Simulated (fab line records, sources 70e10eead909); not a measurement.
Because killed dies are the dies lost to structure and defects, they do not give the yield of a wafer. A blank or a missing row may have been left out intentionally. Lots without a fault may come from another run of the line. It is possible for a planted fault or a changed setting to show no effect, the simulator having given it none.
A lot that was struck, set against a sound lot || flow nand_harc || 14 out of 1302 route steps
Sound: wafers L614.4, L614.5, L614.6. Struck: wafers L615.2, L615.4. Last of all comes the cause.
For every step that has rows: the tool of each side, followed by ch and its chambers, followed by its first start. Under that, the readings that differ: sound wafers || struck wafers || difference of the means || sigmas: that difference in standard deviations of wafers without a fault.
alike: a reading whose means differ by less than 2 such deviations, as well as words and numbers matching on both sides. not compared: withheld readings; readings where some wafer has no value; bounds like >300 that might hide an equal value; numbers whose values overlap and for which the record gives no deviation.
Wherever a step has rows on one side only, a row that says differs or no value, or a row with sigmas, the two part there. Numbers that have no deviation but don't overlap get no sigmas and don't part them. A reading missing from all wafers of one side parts the sides only when that side holds two or more wafers.

first, 10 steps without rows for these wafers: NHARC_A_STAIRCASE_SRD_241; NHARC_A_STAIRCASE_DEHYDRATE_242 (time 120 s); NHARC_A_STAIRCASE_HMDS_243 (time 30 s); NHARC_A_STAIRCASE_COAT_244; NHARC_A_STAIRCASE_SOFTBAKE_245 (time 170 s); NHARC_A_STAIRCASE_EBR_246; NHARC_A_STAIRCASE_EXPOSE_247 (exposes mask SDS 1); NHARC_A_STAIRCASE_PEB_248 (peb time 130 s); NHARC_A_STAIRCASE_DEVELOP_249 (time 140 s); NHARC_A_STAIRCASE_HARDBAKE_251 (time 140 s).
NHARC_A_STAIRCASE_DESCUM_252: chemistry O2, time 3 s.
  sound on rie_diel-02 ch 0,2,3, day 19 03:08; struck on rie_diel-11 ch 0,3, day 19 02:20
  alike: drypump_motor_current_A, oes_product_au, rf_vpp_V, showerhead_plenum_p_Torr, throttle_valve_pct
  not compared: rf_hours_counter_h
NHARC_A_STAIRCASE_ETCH_253: etches the open film in C4F8/O2, target depth 50 nm, time 20.2 s.
  sound on rie_diel-02 ch 0,1,3, day 19 03:13; struck on rie_diel-11 ch 0,1, day 19 02:25
{"reading": "run_length_s (s)", "sound": "42.2 41.3 40.6", "struck": "38.6 38.7", "difference": -2.7, "sigmas": -5}
  alike: oes_product_au, rf_vpp_V
  not compared: rf_hours_counter_h
NHARC_A_STAIRCASE_STRIP_254: strips in O2.
  sound on plasma_asher-01 ch 0,1, day 19 03:27; struck on plasma_asher-01 ch 0, day 19 02:32
  alike: drypump_motor_current_A, heater_power_w
  not compared: rf_hours_counter_h
-- jump in the record: it breaks off in module A_STAIRCASE and resumes in module END (first step shown: number 1302 of the route), and 8 days separate the struck wafers' starts before and after --
NHARC_END_SORT_01:
  only the struck wafers appear in the record here, on prober-01 ch 0 at day 27 08:12; the sound ones have no rows

== WHERE THEY PART ==
Last at NHARC_END_SORT_01 as far as this record goes, first at NHARC_A_STAIRCASE_ETCH_253.

WHY: whatever the simulator had introduced
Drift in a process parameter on rie_diel-11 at NHARC_A_STAIRCASE_ETCH_253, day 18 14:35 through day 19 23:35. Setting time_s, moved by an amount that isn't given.
